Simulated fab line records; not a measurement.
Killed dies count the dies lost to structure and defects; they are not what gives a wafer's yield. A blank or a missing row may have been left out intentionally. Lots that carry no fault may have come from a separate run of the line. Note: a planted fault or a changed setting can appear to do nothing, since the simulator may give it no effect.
Matching of chambers -- flow nand harc -- rie diel-06 running NHARC_P_GATE_DESCUM_61: 4 sister chambers
The step chemistry O2, time 3 s. 8 wafers are shown with their chamber, then 9 later ones without.

WAFERS PAIRED WITH THEIR CHAMBERS
wafer,chamber,drypump motor current A (A),oes product au (a.u.)
L080.5,1,6.1,1.009
L086.4,2,5.8,0.982
L089.2,3,5.9,1.005
L089.3,0,4.7,0.990
L089.4,2,5.8,1.007
L088.2,1,6.0,1.006
L088.3,0,4.7,1.003
L088.5,3,6.0,1.020

WAFERS WHOSE CHAMBER IS MISSING
wafer,drypump motor current A (A),oes product au (a.u.)
L090.1,6.1,0.998
L090.2,4.7,0.996
L090.3,6.1,1.001
L091.2,5.7,1.001
L091.4,4.7,0.997
L091.5,6.0,1.002
L093.1,5.8,1.012
L093.2,4.7,0.995
L093.4,6.0,1.009

WHICH CHAMBER EACH ONE RAN IN
wafer,from the rows above,in truth
L090.1,can't be placed: 1 or 3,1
L090.2,0,0
L090.3,1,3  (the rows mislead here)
L091.2,2,2
L091.4,0,0
L091.5,can't be placed: 1 or 3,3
L093.1,can't be placed: 2 or 3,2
L093.2,0,0
L093.4,can't be placed: 1 or 3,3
4 of 9 placed correctly. Cannot be placed on the basis of these rows: 4; the candidates contain the true chamber in 4. Number placed wrongly: 1.
How it was worked out, from the rows above alone: a wafer's distance from a chamber is the root of the sum, over the readings, of the square of ((its reading less the chamber's mean) divided by the reading's scatter). The wafer belongs to the nearest chamber; if the next one is less than 2 further off, it can't be placed. For every chamber, the mean is computed from those of its wafers that are shown. The scatter: the root of (the sum of the squares of (reading less its chamber's mean) over the shown wafers, divided by (wafers less chambers)).
